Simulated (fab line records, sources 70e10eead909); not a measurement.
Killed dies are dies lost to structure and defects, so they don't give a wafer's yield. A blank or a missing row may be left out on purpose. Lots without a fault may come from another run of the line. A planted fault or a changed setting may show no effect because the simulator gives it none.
Chamber matching | flow nand_harc | NHARC_THIN_TSV_ETCHBACK_48 on rie_diel-06: 4 sister chambers
The step etches the open film in C4F8/Ar, target depth 1028.5 nm, time 405.17 s. 4 wafers are shown with their chamber, then 8 later ones without.

WAFERS WITH THEIR CHAMBER
wafer  | chamber | rf_vpp_V (V)
L401.4 | 3       | 545.4
L398.2 | 1       | 542.4
L402.5 | 0       | 551.3
L414.1 | 2       | 552.8

WAFERS WITHOUT THEIR CHAMBER
wafer  | rf_vpp_V (V)
L414.2 | 551.0
L414.6 | 543.7
L417.4 | 551.3
L417.5 | 544.4
L417.6 | 546.0
L419.1 | 549.9
L419.2 | 551.2
L419.5 | 550.8

WHICH CHAMBER EACH WENT THROUGH
wafer  | from the rows above     | in truth
L414.2 | can't be placed: 0 or 2 | 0
L414.6 | can't be placed: 1 or 3 | 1
L417.4 | can't be placed: 0 or 2 | 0
L417.5 | can't be placed: 3 or 1 | 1
L417.6 | 3                       | 3
L419.1 | can't be placed: 0 or 2 | 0
L419.2 | can't be placed: 0 or 2 | 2
L419.5 | can't be placed: 0 or 2 | 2
Placed correctly: 1 of 8. Can't be placed from these rows: 7 (the true chamber is among the candidates in 7). Placed wrongly: 0.
How it was worked out, from the rows above alone: a wafer's distance from a chamber is the root of the sum, over the readings, of the square of ((its reading less the chamber's mean) divided by the reading's scatter). The wafer belongs to the nearest chamber; if the next one is less than 2 further off, it can't be placed. A chamber's mean is the mean of its shown wafers. The scatter: with one shown wafer a chamber, the root of the mean of the squares of how far each hidden wafer lies from its nearest shown one.
